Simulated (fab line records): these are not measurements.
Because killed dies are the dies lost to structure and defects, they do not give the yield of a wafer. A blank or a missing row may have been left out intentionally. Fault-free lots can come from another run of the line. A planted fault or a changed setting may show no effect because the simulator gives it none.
8D (eight disciplines) problem report, filled in by code / flow n5 finfet / the parts of the form that need people (team, actions taken, sign-off) are left out

## 1. PROBLEM STATEMENT
Wafers without a fault read 78, standard deviation 24; raw defect count at N5_BEOL_M1_INSPECT_59 reads a mean of 383 on 3 wafers belonging to 3 lots. Measured from the usual mean, that is +13 standard deviations.
The step: inspects for defects (darkfield).
First seen on wafer L576.5, day 8 01:29, on defect inspect-01. The record has a number at this step for 24 wafers belonging to 8 lots. Rule for "out", or "out of limits": more than 4 standard deviations from the usual mean. The rest of the wafers with a number are treated as sound.

## 2. WHAT THIS IS AND IS NOT
question=which readings at this step | is=raw defect count | is not=-
question=which lots | is=L576, L577, L580 | is not=L573, L586, L591, L593, L594
question=which wafers of those lots | is=L576.5, L577.3, L580.6 | is not=L576.3, L576.6, L577.4, L577.6, L580.2, L580.5
question=read on which gauges | is=defect inspect-01, defect inspect-02 | is not=-
question=when | is=from day 8 01:29 | is not=up to then (5 sound wafers); but 16 sound wafers of L577, L580, L586, L591, L593, L594 came after

## 3. THE SUSPECTS, EACH WITH WHAT RULES IT OUT
Counting: any tool at a process step up to the reading remains a suspect provided it ran every lot that is out. Sound lots after the first of them don't rule it out here, since some wafers of a struck lot are sound.
- the gauge at N5_BEOL_M1_INSPECT_59 has been ruled out. Those wafers that are out were read across 2 gauges (defect inspect-01, defect inspect-02).
- cmp-04 at N5_BEOL_M1_CMP_52 (polishes, stops on SiOC, t overpolish 6.8 s, target thk 40 nm): kept. It ran every lot that is out, first L576 (day 8 00:55); its last sound lot up to then is L573 (day 6 21:56).
- cvd co-01 at N5_BEOL_M1_CO_CAP_55 (material Co, precursor CCTBA/H2, target thk 2 nm, time 102.1 s): kept. It ran every lot that is out, first L576 (day 8 01:15); its last sound lot up to then is L573 (day 6 22:19).
- At N5_BEOL_M1_CMP_52, inside cmp-04: chamber 0 took the wafers that are out, while their sound lot-mates went through chambers 1, 3.
Remaining after the count are cmp-04 at N5_BEOL_M1_CMP_52 and cvd co-01 at N5_BEOL_M1_CO_CAP_55.

## 4. THE CAUSE (what the simulator had put in)
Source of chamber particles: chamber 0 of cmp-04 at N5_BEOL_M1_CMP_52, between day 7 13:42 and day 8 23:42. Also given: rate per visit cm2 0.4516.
After counting, 2 suspects remain, this tool included.

## 5. SEQUENCE OF EFFECTS, ordered by route
One row per reading whose mean, taken over the struck wafers that have a number, lies over 3 standard deviations from the usual. Only readings whose record carries a usual standard deviation are examined. hours: median over the lots of the time between each lot's start at the first step of this table that gives one and its start at this step. sigmas: the change, counted in usual standard deviations.
hours=0; step=N5_BEOL_M1_INSPECT_59; reading=raw defect count; usual=78; on struck wafers=383; change=+305; sigmas=+13
hours=3; step=N5_BEOL_M2_INSPECT_30; reading=raw defect count; usual=392; on struck wafers=677; change=+285; sigmas=+3.1
hours=176; step=N5_PASSIVATION_PROBE_49; reading=defect limited yield; usual=90.9 %; on struck wafers=71.4; change=-19.5; sigmas=-15
hours=176; step=N5_PASSIVATION_PROBE_49; reading=killed_at_M0_to_M3; usual=36; on struck wafers=274; change=+238; sigmas=+22
hours=176; step=N5_PASSIVATION_PROBE_49; reading=killed dies; usual=107; on struck wafers=338; change=+231; sigmas=+14
hours=176; step=N5_PASSIVATION_PROBE_49; reading=killed on rim; usual=14; on struck wafers=46; change=+32; sigmas=+8.1
hours=176; step=N5_PASSIVATION_PROBE_49; reading=sort_bin_5_function; usual=5.4 %; on struck wafers=16.8; change=+11.4; sigmas=+14
hours=176; step=N5_PASSIVATION_PROBE_49; reading=sort_bin_6_memory; usual=3.4 %; on struck wafers=10.2; change=+6.8; sigmas=+10
hours=176; step=N5_PASSIVATION_PROBE_49; reading=sort n pass; usual=1073; on struck wafers=842; change=-231; sigmas=-14
hours=176; step=N5_PASSIVATION_PROBE_49; reading=sort yield pct; usual=90.9 %; on struck wafers=71.4; change=-19.5; sigmas=-15
Here are the process steps it includes:
- N5_PASSIVATION_PROBE_49
Later measuring or inspecting steps at which every struck wafer that the step has a row for has a number for every such reading, and none has moved that far: N5_BEOL_M2_INSPECT_13, N5_BEOL_M4_RC_MEAS_101.

## 6. HOW IT WOULD HAVE BEEN CAUGHT EARLIER
12 hours passed between the start of the fault at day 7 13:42 and the first reading out of limits at a measuring or inspecting step in this record, taken at day 8 01:29.
Of the tool readings at N5_BEOL_M1_CMP_52 for which the record gives a usual standard deviation, none was out on any struck wafer, so an alarm limit of 4 standard deviations on them would not have fired.
L577, L580, from the lots that are out (3), started N5_BEOL_M1_CMP_52 on cmp-04 later than day 8 01:29. A hold on the tool at that time would have spared those 2.
